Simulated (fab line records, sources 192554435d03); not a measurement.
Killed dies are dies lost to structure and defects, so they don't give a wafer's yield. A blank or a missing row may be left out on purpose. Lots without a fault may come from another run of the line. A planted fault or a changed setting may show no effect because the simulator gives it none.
Split-lot experiment | flow n5_finfet | 7 lots, 39 wafers read, on a route of 1938 steps

THE SPLIT
At N5_DUMMY_GATE_EXPOSE_12 (exposes mask GATE, target cd 25 nm), the setting dose_mj was moved away from the recipe's 34 on 15 of the 39 wafers read, by -5.8% to +7.3%. The other wafers ran this setting at the recipe's value.

FROM THE SPLIT TO THE READING: what the file shows between them, 2 steps
- N5_DUMMY_GATE_PEB_13: peb time 60 s
- N5_DUMMY_GATE_DEVELOP_14: develop time 30 s

THE READING
cd_nm, in nm, at N5_DUMMY_GATE_CD_MEAS_15 (target cd 25.8 nm). Fault-free wafers of this fab line usually give 25.00 nm, standard deviation 0.23 nm.

wafer  | tool, chamber at the split | dose_mj as run | against the recipe | cd_nm, nm | against lot-mates on the recipe
L075.1 | euv_scanner-02, 0          | 36.47          | +7.3%              | 23.98     | -1.23
L075.2 | euv_scanner-02, 0          | 34             | recipe             | 25.35     | -
L075.3 | euv_scanner-02, 0          | 34             | recipe             | 25.31     | -
L075.4 | euv_scanner-02, 0          | 36.47          | +7.3%              | 23.95     | -1.26
L075.5 | euv_scanner-02, 0          | 36.47          | +7.3%              | 23.65     | -1.56
L075.6 | euv_scanner-02, 0          | 34             | recipe             | 24.97     | -
L078.4 | euv_scanner-02, 0          | 34             | recipe             | 24.87     | -
L078.5 | euv_scanner-02, 0          | 34             | recipe             | 24.83     | -
L078.6 | euv_scanner-02, 0          | 34             | recipe             | 24.80     | -
L079.1 | euv_scanner-01, 0          | 34.9           | +2.6%              | 24.64     | -0.45
L079.2 | euv_scanner-01, 0          | 34             | recipe             | 24.97     | -
L079.3 | euv_scanner-01, 0          | 34.9           | +2.6%              | 24.42     | -0.67
L079.4 | euv_scanner-01, 0          | 34             | recipe             | 24.96     | -
L079.5 | euv_scanner-01, 0          | 34             | recipe             | 25.35     | -
L079.6 | euv_scanner-01, 0          | 34.9           | +2.6%              | 24.65     | -0.44
L086.1 | euv_scanner-02, 0          | 34             | recipe             | 25.53     | -
L086.2 | euv_scanner-02, 0          | 34             | recipe             | 25.51     | -
L086.3 | euv_scanner-02, 0          | 34             | recipe             | 25.13     | -
L086.4 | euv_scanner-02, 0          | 34             | recipe             | 25.11     | -
L086.5 | euv_scanner-02, 0          | 34             | recipe             | 25.23     | -
L086.6 | euv_scanner-02, 0          | 34             | recipe             | 24.76     | -
L089.1 | euv_scanner-01, 0          | 34             | recipe             | 25.21     | -
L089.2 | euv_scanner-01, 0          | 32.02          | -5.8%              | 26.19     | +1.04
L089.3 | euv_scanner-01, 0          | 34             | recipe             | 25.29     | -
L089.4 | euv_scanner-01, 0          | 34             | recipe             | 24.94     | -
L089.5 | euv_scanner-01, 0          | 32.02          | -5.8%              | 26.41     | +1.26
L089.6 | euv_scanner-01, 0          | 32.02          | -5.8%              | 25.97     | +0.82
L093.1 | euv_scanner-02, 0          | 34             | recipe             | 25.06     | -
L093.2 | euv_scanner-02, 0          | 33.3           | -2.1%              | 25.37     | +0.40
L093.3 | euv_scanner-02, 0          | 33.3           | -2.1%              | 25.35     | +0.38
L093.4 | euv_scanner-02, 0          | 33.3           | -2.1%              | 25.14     | +0.17
L093.5 | euv_scanner-02, 0          | 34             | recipe             | 25.09     | -
L093.6 | euv_scanner-02, 0          | 34             | recipe             | 24.75     | -
L096.1 | euv_scanner-02, 0          | 35.34          | +3.9%              | 24.55     | -0.97
L096.2 | euv_scanner-02, 0          | 34             | recipe             | 25.45     | -
L096.3 | euv_scanner-02, 0          | 35.34          | +3.9%              | 24.52     | -1.00
L096.4 | euv_scanner-02, 0          | 34             | recipe             | 25.78     | -
L096.5 | euv_scanner-02, 0          | 34             | recipe             | 25.34     | -
L096.6 | euv_scanner-02, 0          | 35.34          | +3.9%              | 24.58     | -0.94

THE FIT
A straight line over all 39 wafers: cd_nm changes by -0.172 nm for each +1% of dose_mj; r = -0.91; the points scatter about the line by 0.24 nm.
The same after taking each lot's own level away (the mean of its wafers on the recipe; 39 wafers): -0.19 nm for each +1%; r = -0.95; scatter 0.18 nm.
On that fit, the largest move of dose_mj shifts the reading by 1.4 nm.
The lots' own levels span 24.833 to 25.523 nm, that is 3.0 times the standard deviation above.
So the lot-to-lot level changes the slope little: the two slopes agree.
Check: with one of the wafers moved furthest among these (+7.3%) left out of the fit, the line predicts -1.45 nm for it against its lot-mates. It came out at -1.23 nm against them.

THE WHOLE CHAIN: every reading that the file lists as answering this split, in the file's order
step                     | what it does                                                   | reading                                                           | change (the file's fit)               | r (the file's)
N5_DUMMY_GATE_CD_MEAS_15 | target cd 25.8 nm                                              | cd_nm                                                             | -0.192 nm for each +1% of the setting | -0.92
N5_DUMMY_GATE_TRIM_49    | chemistry O2, time 29 s, target cd 14 nm                       | DUMMY_GATE.cd_nm (the simulator's own value, which no gauge read) | -0.172 nm for each +1% of the setting | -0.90
N5_DUMMY_GATE_ETCH_44    | etches poly-Si in HBr/O2, stops on SiO2, target depth 127.5 nm | DUMMY_GATE.cd_nm (the simulator's own value, which no gauge read) | -0.186 nm for each +1% of the setting | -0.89

THE FILE'S OWN FIT
cd_nm changes by -0.192 nm for each +1% of dose_mj, r = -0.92.
